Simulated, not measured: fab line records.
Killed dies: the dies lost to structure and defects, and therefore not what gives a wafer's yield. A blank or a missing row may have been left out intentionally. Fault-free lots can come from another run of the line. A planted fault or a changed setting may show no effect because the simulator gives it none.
Matching of chambers	flow nand harc	NHARC_A_M1_CMP_23 on cmp-02: 4 sister chambers
The step polishes, t overpolish 20 s, target thk 154.34 nm. 16 wafers are shown with their chamber, then 8 later ones without.

== WAFERS PAIRED WITH THEIR CHAMBERS ==
wafer	chamber	motor current A (A)	time to endpoint s (s)
L074.2	0	9.9	29.8
L074.3	2	13.5	32.6
L074.5	0	10.5	28.8
L081.1	2	13.4	32.1
L081.3	0	10.3	29.9
L081.6	1	11.1	36.5
L080.2	1	11.3	31.9
L080.4	2	13.3	27.3
L080.5	2	13.0	29.0
L086.1	0	10.7	31.1
L086.3	2	13.1	29.9
L086.4	1	11.7	31.9
L087.1	1	11.4	33.3
L087.2	0	10.3	31.0
L087.5	3	13.7	28.4
L090.1	3	12.9	27.5

SIGNATURES (means of the wafers above)
reading	chamber 0	chamber 1	chamber 2	chamber 3	scatter within a chamber
motor current A	10.340	11.375	13.260	13.300	0.293
time to endpoint s	30.120	33.400	30.180	27.950	1.77
Rule: a wafer's distance from a chamber is the root of the sum, over the readings, of the square of ((its reading less the chamber's mean) divided by the reading's scatter). The wafer belongs to the nearest chamber; if the next one is less than 2 further off, it can't be placed. The scatter: take each reading less its chamber's mean, square it, sum over the shown wafers, divide by the number of wafers less the number of chambers, and take the root.

== WAFERS WHOSE CHAMBER IS MISSING ==
wafer	motor current A (A)	time to endpoint s (s)
L090.3	13.2	32.1
L090.5	11.8	33.1
L091.1	12.4	29.0
L091.5	11.1	27.8
L091.6	11.7	30.4
L092.1	10.7	29.9
L092.5	13.3	31.2
L092.6	13.0	27.5

== THE CHAMBER EACH PASSED THROUGH ==
wafer	from the rows above	in truth
L090.3	can't be placed: 2 or 3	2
L090.5	1	1
L091.1	can't be placed: 2 or 3 or 1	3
L091.5	can't be placed: 0 or 1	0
L091.6	1	1
L092.1	can't be placed: 0 or 1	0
L092.5	can't be placed: 2 or 3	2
L092.6	can't be placed: 3 or 2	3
Placed correctly: 2 of 8. From these rows, 6 cannot be placed; in 6 the true chamber is one of the candidates. Wrongly placed: 0.
